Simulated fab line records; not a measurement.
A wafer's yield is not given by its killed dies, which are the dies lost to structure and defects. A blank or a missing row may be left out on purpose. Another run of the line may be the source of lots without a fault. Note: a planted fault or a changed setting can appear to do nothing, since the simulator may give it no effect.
A single fault, viewed from 2 desks ; flow n5Finfet ; each desk has only its own numbers; what lay behind them comes last

## TOOL OWNER'S DESK, aldMetal-02
The tool's own readings at N5_BEOL_M11_ALD_74 (deposits TaN, target thk 2 nm, pulse time 2 s, purge time 3 s): means of the sampled wafers that have a number, for each lot that ran on this tool. Marked OUT: a lot whose mean sits more than 4 standard deviations from the usual mean, which makes it out of limits; the brackets give that distance.
Columns: A = heaterPowerW at N5_BEOL_M11_ALD_74, usual 424 W
lot;first seen here;A
L431;day 12 06:22;407
L432;day 12 15:42;398
L435;day 13 05:45;416
L436;day 13 13:09;381
This desk's verdict: no lot among the 4 shows anything out of limits.

## THE METROLOGY DESK
Lot by lot, what the gauges showed, no matter which tool ran the lot: averages of those sampled wafers that carry a number. Marked OUT: a lot whose mean sits more than 4 standard deviations from the usual mean, which makes it out of limits; the brackets give that distance. Shown are 7 of the 24 readings it has, namely the first that went out of limits plus those furthest out on some lot.
Columns: A = COMB_M11 at N5_BEOL_M15_RC_MEAS_101, usual 1.4e-11 S/m; B = COMB_M11_max_site at N5_BEOL_M15_RC_MEAS_101, usual 2.1e-11 S/m; C = COMB_M12 at N5_BEOL_M15_RC_MEAS_101, usual 5.9e-12 S/m; D = COMB_M14 at N5_BEOL_M15_RC_MEAS_101, usual 3e-12 S/m; E = COMB_M7 at N5_BEOL_M15_RC_MEAS_101, usual 2.5e-11 S/m; F = SERP_M12 at N5_BEOL_M15_RC_MEAS_101, usual 0.625 ohm/um; G = SERP_M5 at N5_BEOL_M15_RC_MEAS_101, usual 37.9 ohm/um
lot;first seen here;A;B;C;D;E;F;G
L431;day 13 15:22;2.0e-11;2.5e-11;6.2e-12;3e-12;3.6e-11;0.625;37.1
L432;day 13 20:08;5.9e-11 (+14) OUT;8.4e-11 (+12) OUT;3.6e-12;2e-12;2.6e-11;0.627;32.1
L435;day 14 09:44;3.7e-11 (+7.0) OUT;5.9e-11 (+6.8) OUT;7.4e-12;4e-12;4.0e-11;0.623;40.4
L436;day 14 16:58;5.2e-11 (+12) OUT;7.6e-11 (+10) OUT;5.2e-12;4e-12;3.1e-11;0.647;39.0
L441;day 16 23:45;1.5e-11;2.0e-11;5.4e-12;2e-12;2.3e-11;0.664;38.4
This desk finds L432, L435, L436 out of limits, with the earliest case on L432 at day 13 20:08 (COMB_M11 at N5_BEOL_M15_RC_MEAS_101). L431, L441 stayed within limits.

## BROUGHT TOGETHER
The metrology desk could have raised an alarm at day 13 20:08, on L432, L435, L436.
The tool owner's desk saw nothing out of limits.
Tool owner's desk: L432, L435, L436 on record, inside its limits.
On aldMetal-02, each named lot ran N5_BEOL_M11_ALD_74.

## WHAT WAS PUT IN BY THE SIMULATOR
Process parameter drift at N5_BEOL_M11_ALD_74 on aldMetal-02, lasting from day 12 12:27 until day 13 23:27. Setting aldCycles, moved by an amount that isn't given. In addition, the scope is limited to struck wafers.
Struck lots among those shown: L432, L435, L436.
Hours from the fault's start to each desk's first reading out of limits: the metrology desk, 32.
